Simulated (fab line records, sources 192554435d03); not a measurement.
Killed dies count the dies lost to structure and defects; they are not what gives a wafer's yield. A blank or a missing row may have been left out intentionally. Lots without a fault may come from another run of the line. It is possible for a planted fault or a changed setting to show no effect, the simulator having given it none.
Chamber matching || flow n5 finfet || cmp-01 running N5_BEOL_M4_CMP_52: 4 sister chambers
The step polishes, stops on SiOC, t overpolish 6.8 s, target thk 40 nm. 8 wafers are shown with their chamber, then 6 later ones without.

WAFERS WITH THEIR CHAMBER
{"wafer": "L895.3", "chamber": 3, "motor current A (A)": 6.0, "edge zone pressure frac": 1.001}
{"wafer": "L895.5", "chamber": 1, "motor current A (A)": 5.6, "edge zone pressure frac": 1.011}
{"wafer": "L900.3", "chamber": 3, "motor current A (A)": 5.8, "edge zone pressure frac": 0.995}
{"wafer": "L900.5", "chamber": 0, "motor current A (A)": 5.7, "edge zone pressure frac": 1.001}
{"wafer": "L904.2", "chamber": 1, "motor current A (A)": 5.4, "edge zone pressure frac": 0.997}
{"wafer": "L904.5", "chamber": 2, "motor current A (A)": 5.8, "edge zone pressure frac": 1.002}
{"wafer": "L907.1", "chamber": 2, "motor current A (A)": 5.6, "edge zone pressure frac": 0.998}
{"wafer": "L907.4", "chamber": 0, "motor current A (A)": 5.5, "edge zone pressure frac": 1.006}

WAFERS WITH NO CHAMBER GIVEN
{"wafer": "L914.1", "motor current A (A)": 5.8, "edge zone pressure frac": 1.003}
{"wafer": "L914.4", "motor current A (A)": 5.5, "edge zone pressure frac": 1.004}
{"wafer": "L914.5", "motor current A (A)": 5.6, "edge zone pressure frac": 0.999}
{"wafer": "L915.3", "motor current A (A)": 5.9, "edge zone pressure frac": 0.994}
{"wafer": "L915.4", "motor current A (A)": 5.4, "edge zone pressure frac": 0.996}
{"wafer": "L915.6", "motor current A (A)": 5.7, "edge zone pressure frac": 1.004}

WHICH CHAMBER EACH WENT THROUGH
{"wafer": "L914.1", "from the rows above": "can't be placed: 2 or 3 or 0 or 1", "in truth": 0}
{"wafer": "L914.4", "from the rows above": "can't be placed: 1 or 0 or 2", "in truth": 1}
{"wafer": "L914.5", "from the rows above": "can't be placed: 2 or 0 or 1 or 3", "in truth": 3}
{"wafer": "L915.3", "from the rows above": "can't be placed: 3 or 2 or 0", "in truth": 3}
{"wafer": "L915.4", "from the rows above": "can't be placed: 1 or 0 or 2", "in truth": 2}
{"wafer": "L915.6", "from the rows above": "can't be placed: 2 or 0 or 1 or 3", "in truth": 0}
Correct placement for 0 of the 6. From these rows, 6 cannot be placed; in 6 the true chamber is one of the candidates. Wrongly placed: 0.
How it was worked out, from the rows above alone: a wafer's distance from a chamber is the root of the sum, over the readings, of the square of ((its reading less the chamber's mean) divided by the reading's scatter). The wafer belongs to the nearest chamber; if the next one is less than 2 further off, it can't be placed. A chamber's mean is the mean of its shown wafers. The scatter: take each reading less its chamber's mean, square it, sum over the shown wafers, divide by the number of wafers less the number of chambers, and take the root.
